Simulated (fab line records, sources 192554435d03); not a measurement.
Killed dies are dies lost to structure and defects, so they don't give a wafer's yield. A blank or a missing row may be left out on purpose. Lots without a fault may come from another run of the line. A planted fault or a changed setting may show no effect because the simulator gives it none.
Which tool did it? | flow n5_finfet | 11 lots, 31 wafers sampled, at 1 step of a route of 1938

WHAT THE GAUGES READ, wafer by wafer
N5_BEOL_M8_OVL_MEAS_29.
lot  | measured     | on         | V7_OVL (nm)
L484 | day 9 16:17  | overlay-02 | 0.5 0.1 0.4
L486 | day 10 01:51 | overlay-02 | -0.5 -0.9 0.0
L487 | day 10 03:45 | overlay-02 | 0.1 -1.2 -1.1
L485 | day 10 11:54 | overlay-02 | -0.4 -0.4 -0.4
L490 | day 10 17:59 | overlay-01 | -0.8 0.2 -0.6
L489 | day 10 21:38 | overlay-02 | -0.2 0.7 0.1
L502 | day 13 23:19 | overlay-02 | -0.2 0.7
L501 | day 14 03:56 | overlay-01 | 0.4 0.8 0.4
L504 | day 14 15:09 | overlay-01 | 0.7 0.6 -0.4
L505 | day 14 15:19 | overlay-01 | -1.1 0.6
L506 | day 14 21:35 | overlay-01 | -0.2 -0.4 0.2

WHICH TOOL RAN EACH LOT (tool, then ch and the chambers of the sampled wafers, then the start)
The record holds no process step before these readings.

WHAT THE TOOLS THEMSELVES READ (means of the sampled wafers that have a number; where no wafer has one, the mark that the record gives instead)
The record holds no such reading with a usual standard deviation.

THE ANSWER, worked out from the rows above alone
Rule: what is usual is taken from the lots themselves. Put in order of their means at a reading, lots are off if they are a third of the lots or fewer, leave a main group of 4 or more, and stand apart from it by a gap of 3 or more times the standard deviation of the main group's means; of several such gaps the widest counts. A main group whose means are all the same, to the digits that the tables above print for the reading, isn't used. A lot without any number at a reading at which 4 lots or more have one is off too. The other lots that the step has rows for count as sound. The gauges are gone through in route order, then the tools' own readings, and for those a lot's mean is taken as printed above. The first step at which some lot is off is used, and at that step the reading that is off furthest; a lot without a number counts as furthest.
No lot is off at any reading shown: from this, nothing can be told.

WHAT THE SIMULATOR HAD PUT IN
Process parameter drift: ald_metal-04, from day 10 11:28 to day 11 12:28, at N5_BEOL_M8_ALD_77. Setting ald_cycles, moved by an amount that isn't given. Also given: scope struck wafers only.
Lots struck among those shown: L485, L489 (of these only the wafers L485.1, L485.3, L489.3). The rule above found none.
